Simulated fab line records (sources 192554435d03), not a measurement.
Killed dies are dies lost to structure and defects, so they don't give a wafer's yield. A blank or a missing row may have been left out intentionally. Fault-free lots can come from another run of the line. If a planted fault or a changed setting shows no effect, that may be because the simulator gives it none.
One fault seen from 2 desks ; flow n5_finfet ; numbers are kept per desk, each desk with only its own; the story behind them comes last

THE TOOL OWNER'S DESK: pvd_sputter-03
The tool's own readings at N5_BEOL_M4_SPUTTER_94 (material Cu, target thk 4.5 nm, time 8.29 s): means of the sampled wafers that have a number, for each lot that ran on this tool. Any lot whose mean is over 4 standard deviations away from the usual mean is out of limits and marked OUT; that distance is given in the brackets.
Columns: A = chamber_pressure_pa at N5_BEOL_M4_SPUTTER_94, usual 0.07003 Pa; B = throttle_valve_pct at N5_BEOL_M4_SPUTTER_94, usual 29.9 %
lot;first seen here;A;B
L275;day 11 17:11;0.07000;29.8
L278;day 12 03:32;0.07021;30.2
L279;day 12 09:47;0.07002;30.4
Result from this desk: across the 3 lots, nothing is out of limits.

FROM THE METROLOGY DESK
Means of the sampled wafers that have a number, per lot and without regard to the tool the lot ran on: this is what the gauges read. Any lot whose mean is over 4 standard deviations away from the usual mean is out of limits and marked OUT; that distance is given in the brackets.
Columns: A = MIM_TOP_OVL at N5_MIM_TOP_LITHO_OVL_MEAS_11, usual 0 nm; B = TV_OVL at N5_PASSIVATION_OVL_MEAS_60, usual 1 nm
lot;first seen here;A;B
L272;day 14 18:23;-2;2
L275;day 15 15:55;-0;2
L278;day 16 04:49;7;8
L280;day 16 09:50;9;3
L279;day 16 16:34;-1;-1
L289;day 17 13:14;-6;1
L286;day 18 02:13;-4;1
L287;day 18 04:14;-4;8
L293;day 19 19:59;-6;1
L276;day 19 20:02;4;2
L291;day 20 11:16;3;-5
L292;day 20 15:25;-0;2
Result from this desk: across the 12 lots, nothing is out of limits.

TAKEN TOGETHER
The desk of the tool owner found nothing out of limits.
At the metrology desk, nothing out of limits was observed.

WHAT HAD BEEN PUT IN BY THE SIMULATOR
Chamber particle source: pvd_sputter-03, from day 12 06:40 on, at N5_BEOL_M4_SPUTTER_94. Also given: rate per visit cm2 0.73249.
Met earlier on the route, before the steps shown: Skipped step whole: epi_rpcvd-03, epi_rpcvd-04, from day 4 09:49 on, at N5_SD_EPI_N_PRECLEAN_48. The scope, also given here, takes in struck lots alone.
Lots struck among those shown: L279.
